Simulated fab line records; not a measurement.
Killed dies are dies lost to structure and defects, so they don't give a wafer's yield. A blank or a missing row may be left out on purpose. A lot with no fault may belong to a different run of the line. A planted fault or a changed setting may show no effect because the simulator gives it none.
One fault through the eyes of 2 desks / flow n5 finfet / every desk sees just its own numbers, and what lay behind them comes last

THE TOOL OWNER'S DESK: rie diel-06
The tool's own readings at N5_BEOL_M10_ETCH_61 (etches SiARC in CF4, target depth 39 nm, time 65 s): means of the sampled wafers that have a number, for each lot that ran on this tool. A lot is out of limits, marked OUT, if its mean lies more than 4 standard deviations from the usual mean; the brackets give that distance.
Columns: A = drypump motor current A at N5_BEOL_M10_ETCH_61, usual 5.8 A; B = etch rf on time s at N5_BEOL_M10_ETCH_61, usual 64.8 s; C = oes product au at N5_BEOL_M10_ETCH_61, usual 0.65 a.u.; D = rf vpp V at N5_BEOL_M10_ETCH_61, usual 184.4 V; E = showerhead plenum p Torr at N5_BEOL_M10_ETCH_61, usual 2.16 Torr; F = throttle valve pct at N5_BEOL_M10_ETCH_61, usual 15.68 %
lot=L510; first seen here=day 12 11:43; A=5.9; B=64.4; C=0.64; D=183.8; E=2.14; F=15.71
lot=L517; first seen here=day 13 20:29; A=5.6; B=65.0; C=0.61; D=185.0; E=2.15; F=15.71
lot=L526; first seen here=day 17 02:43; A=5.4; B=47.6 (-22) OUT; C=0.73; D=184.4; E=2.17; F=15.68
Finding of this desk: L526 out of limits; the first was L526 at day 17 02:43, on etch rf on time s at N5_BEOL_M10_ETCH_61. Within limits: L510, L517.

THE DEFECT DESK
Per lot, the means of the sampled wafers with a number show what the inspections along the route counted. A lot is out of limits, marked OUT, if its mean lies more than 4 standard deviations from the usual mean; the brackets give that distance.
Columns: A = raw defect count at N5_BEOL_M9_INSPECT_58, usual 69
lot=L510; first seen here=day 12 09:12; A=79
lot=L511; first seen here=day 12 21:53; A=54
lot=L517; first seen here=day 13 17:14; A=83
lot=L519; first seen here=day 14 01:04; A=72
lot=L520; first seen here=day 14 18:37; A=65
lot=L522; first seen here=day 15 05:33; A=75
lot=L528; first seen here=day 16 13:52; A=46
lot=L526; first seen here=day 16 23:00; A=61
lot=L531; first seen here=day 17 16:58; A=60
lot=L532; first seen here=day 18 08:27; A=48
Result from this desk: across the 10 lots, nothing is out of limits.

BROUGHT TOGETHER
The tool owner's desk could have raised an alarm at day 17 02:43, on L526.
Nothing the defect desk looked at was out of limits.
The defect desk has L526 on record, within its limits.
Every lot named ran N5_BEOL_M10_ETCH_61 on rie diel-06.

WHAT WAS PUT IN BY THE SIMULATOR
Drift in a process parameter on rie diel-06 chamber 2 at N5_BEOL_M10_ETCH_61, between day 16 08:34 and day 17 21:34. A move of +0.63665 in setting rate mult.
Shown lots that were struck: L526.
Time in hours from fault onset to the first out-of-limits reading at each desk: the tool owner's desk, 18.
